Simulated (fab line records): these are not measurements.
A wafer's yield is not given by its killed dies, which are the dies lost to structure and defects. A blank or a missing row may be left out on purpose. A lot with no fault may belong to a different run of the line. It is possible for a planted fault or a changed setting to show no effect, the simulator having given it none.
Chamber matching | flow n5-finfet | N5_BEOL_M9_STRIP_19 on rie-diel-04: 4 sister chambers
The step strips in O2. 8 wafers are shown with their chamber, then 8 later ones without.

== EACH WAFER AND ITS CHAMBER ==
wafer  | chamber | drypump-motor-current-A (A) | showerhead-plenum-p-Torr (Torr)
L076.1 | 2       | 6.2                         | 2.06
L082.4 | 1       | 5.3                         | 2.02
L083.1 | 0       | 5.9                         | 2.00
L083.4 | 2       | 6.3                         | 2.06
L084.3 | 3       | 6.4                         | 1.92
L084.5 | 0       | 5.9                         | 2.00
L084.6 | 3       | 6.5                         | 1.92
L087.1 | 1       | 5.3                         | 2.01

== WAFERS WITHOUT THEIR CHAMBER ==
wafer  | drypump-motor-current-A (A) | showerhead-plenum-p-Torr (Torr)
L087.3 | 6.4                         | 1.92
L087.6 | 5.9                         | 2.00
L089.1 | 6.2                         | 2.05
L089.4 | 5.9                         | 2.00
L089.6 | 5.3                         | 2.01
L086.1 | 5.3                         | 2.01
L086.4 | 5.9                         | 2.00
L086.5 | 6.4                         | 1.92

== WHICH CHAMBER EACH ONE RAN IN ==
wafer  | from the rows above | in truth
L087.3 | 3                   | 3
L087.6 | 0                   | 0
L089.1 | 2                   | 2
L089.4 | 0                   | 0
L089.6 | 1                   | 1
L086.1 | 1                   | 1
L086.4 | 0                   | 0
L086.5 | 3                   | 3
Correct placement for 8 of the 8. Left unplaced by these rows: 0. Placed wrongly: 0.
How it was worked out, from the rows above alone: a wafer's distance from a chamber is the root of the sum, over the readings, of the square of ((its reading less the chamber's mean) divided by the reading's scatter). If the next closest chamber is less than 2 further off than the closest, the wafer can't be placed; otherwise it belongs to the closest. The mean given for a chamber averages the wafers shown for that chamber. The scatter is the square root of a quotient: the sum, over the shown wafers, of each reading's squared deviation from its chamber's mean, divided by wafers minus chambers.
